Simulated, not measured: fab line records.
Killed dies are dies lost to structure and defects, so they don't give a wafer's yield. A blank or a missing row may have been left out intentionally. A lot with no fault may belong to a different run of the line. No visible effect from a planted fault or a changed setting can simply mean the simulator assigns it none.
Lot-split experiment :: flow n5_finfet :: 21 wafers read from 7 lots, route of 1938 steps

ON THE SPLIT
At N5_HKMG_FIN_COAT_41 (time 60 s, resist thk 300 nm), the setting spin_rpm was moved away from the recipe's 1500 rpm on 6 of the 21 wafers read, by -8.1% to +10.1%. The other wafers ran this setting at the recipe's value.

The split's own step is where the reading is taken.

THE READING
SOC_of_HKMG_FIN_COAT_41.thk_nm (the simulator's own value, which no gauge read), in nm, at N5_HKMG_FIN_COAT_41 (time 60 s, resist thk 300 nm). The file gives no usual value for it. The 15 wafers here that ran the recipe average 299.7 nm, standard deviation 0.89 nm.

wafer: L075.1
tool, chamber at the split: litho_track-02, 0
spin_rpm as run, rpm: 1500
against the recipe: recipe
SOC_of_HKMG_FIN_COAT_41.thk_nm, nm: 301.6
against lot-mates on the recipe: -

wafer: L075.2
tool, chamber at the split: litho_track-02, 0
spin_rpm as run, rpm: 1500
against the recipe: recipe
SOC_of_HKMG_FIN_COAT_41.thk_nm, nm: 300.4
against lot-mates on the recipe: -

wafer: L075.5
tool, chamber at the split: litho_track-02, 0
spin_rpm as run, rpm: 1651
against the recipe: +10.1%
SOC_of_HKMG_FIN_COAT_41.thk_nm, nm: 287.6
against lot-mates on the recipe: -13.4

wafer: L082.1
tool, chamber at the split: litho_track-02, 0
spin_rpm as run, rpm: 1500
against the recipe: recipe
SOC_of_HKMG_FIN_COAT_41.thk_nm, nm: 299.2
against lot-mates on the recipe: -

wafer: L082.2
tool, chamber at the split: litho_track-02, 0
spin_rpm as run, rpm: 1500
against the recipe: recipe
SOC_of_HKMG_FIN_COAT_41.thk_nm, nm: 299.6
against lot-mates on the recipe: -

wafer: L082.4
tool, chamber at the split: litho_track-02, 0
spin_rpm as run, rpm: 1500
against the recipe: recipe
SOC_of_HKMG_FIN_COAT_41.thk_nm, nm: 299.6
against lot-mates on the recipe: -

wafer: L087.3
tool, chamber at the split: litho_track-01, 0
spin_rpm as run, rpm: 1597
against the recipe: +6.5%
SOC_of_HKMG_FIN_COAT_41.thk_nm, nm: 290.4
against lot-mates on the recipe: no lot-mate on the recipe

wafer: L087.5
tool, chamber at the split: litho_track-01, 0
spin_rpm as run, rpm: 1597
against the recipe: +6.5%
SOC_of_HKMG_FIN_COAT_41.thk_nm, nm: 289.6
against lot-mates on the recipe: no lot-mate on the recipe

wafer: L087.6
tool, chamber at the split: litho_track-01, 0
spin_rpm as run, rpm: 1597
against the recipe: +6.5%
SOC_of_HKMG_FIN_COAT_41.thk_nm, nm: 290
against lot-mates on the recipe: no lot-mate on the recipe

wafer: L090.4
tool, chamber at the split: litho_track-01, 0
spin_rpm as run, rpm: 1500
against the recipe: recipe
SOC_of_HKMG_FIN_COAT_41.thk_nm, nm: 299.8
against lot-mates on the recipe: -

wafer: L090.5
tool, chamber at the split: litho_track-01, 0
spin_rpm as run, rpm: 1500
against the recipe: recipe
SOC_of_HKMG_FIN_COAT_41.thk_nm, nm: 300.4
against lot-mates on the recipe: -

wafer: L090.6
tool, chamber at the split: litho_track-01, 0
spin_rpm as run, rpm: 1500
against the recipe: recipe
SOC_of_HKMG_FIN_COAT_41.thk_nm, nm: 300.6
against lot-mates on the recipe: -

wafer: L091.3
tool, chamber at the split: litho_track-02, 0
spin_rpm as run, rpm: 1500
against the recipe: recipe
SOC_of_HKMG_FIN_COAT_41.thk_nm, nm: 299.2
against lot-mates on the recipe: -

wafer: L091.4
tool, chamber at the split: litho_track-02, 0
spin_rpm as run, rpm: 1500
against the recipe: recipe
SOC_of_HKMG_FIN_COAT_41.thk_nm, nm: 299.6
against lot-mates on the recipe: -

wafer: L091.5
tool, chamber at the split: litho_track-02, 0
spin_rpm as run, rpm: 1500
against the recipe: recipe
SOC_of_HKMG_FIN_COAT_41.thk_nm, nm: 298.2
against lot-mates on the recipe: -

wafer: L092.1
tool, chamber at the split: litho_track-02, 0
spin_rpm as run, rpm: 1500
against the recipe: recipe
SOC_of_HKMG_FIN_COAT_41.thk_nm, nm: 298.8
against lot-mates on the recipe: -

wafer: L092.4
tool, chamber at the split: litho_track-02, 0
spin_rpm as run, rpm: 1500
against the recipe: recipe
SOC_of_HKMG_FIN_COAT_41.thk_nm, nm: 298.2
against lot-mates on the recipe: -

wafer: L092.5
tool, chamber at the split: litho_track-02, 0
spin_rpm as run, rpm: 1500
against the recipe: recipe
SOC_of_HKMG_FIN_COAT_41.thk_nm, nm: 299.2
against lot-mates on the recipe: -

wafer: L097.3
tool, chamber at the split: litho_track-02, 0
spin_rpm as run, rpm: 1379
against the recipe: -8.1%
SOC_of_HKMG_FIN_COAT_41.thk_nm, nm: 314
against lot-mates on the recipe: +13.6

wafer: L097.4
tool, chamber at the split: litho_track-02, 0
spin_rpm as run, rpm: 1500
against the recipe: recipe
SOC_of_HKMG_FIN_COAT_41.thk_nm, nm: 300.4
against lot-mates on the recipe: -

wafer: L097.5
tool, chamber at the split: litho_track-02, 0
spin_rpm as run, rpm: 1379
against the recipe: -8.1%
SOC_of_HKMG_FIN_COAT_41.thk_nm, nm: 313.8
against lot-mates on the recipe: +13.4

THE FIT
A straight line over all 21 wafers: SOC_of_HKMG_FIN_COAT_41.thk_nm changes by -1.52 nm for each +1% of spin_rpm; r = -0.98; the points scatter about the line by 1.2 nm.
The same after taking each lot's own level away (the mean of its wafers on the recipe; 18 wafers): -1.52 nm for each +1%; r = -0.99; scatter 0.72 nm.
Per that fit: largest spin_rpm move, reading shift of 15 nm.
From 298.73 to 301.00 nm: that is the span of the lots' own levels, equal to 2.5 times the standard deviation above.
Consequently the slope shifts little with the lot-to-lot level, the two slopes agreeing.
Check: -16.8 nm against its lot-mates is what the line predicts for one of the wafers moved furthest among these (+10.1%) when that wafer is left out of the fit. It came out at -13.4 nm against them.

OTHER SPLITS ON THESE WAFERS
Note: prior to the reading, these wafers also went through further splits. Each is held against what the fit with the lots' levels taken away leaves over:
other split on the same wafers: N5_SD_EPI_N_PEB_07 peb_temp_c
wafers away from the commonest value: 5
r with SOC_of_HKMG_FIN_COAT_41.thk_nm (lot level and that fit taken away): -0.39

other split on the same wafers: N5_SDB_ETCH_17 bias_w
wafers away from the commonest value: 8
r with SOC_of_HKMG_FIN_COAT_41.thk_nm (lot level and that fit taken away): +0.09

THE FILE'S OWN FIT
SOC_of_HKMG_FIN_COAT_41.thk_nm changes by -1.47 nm for each +1% of spin_rpm, r = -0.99.
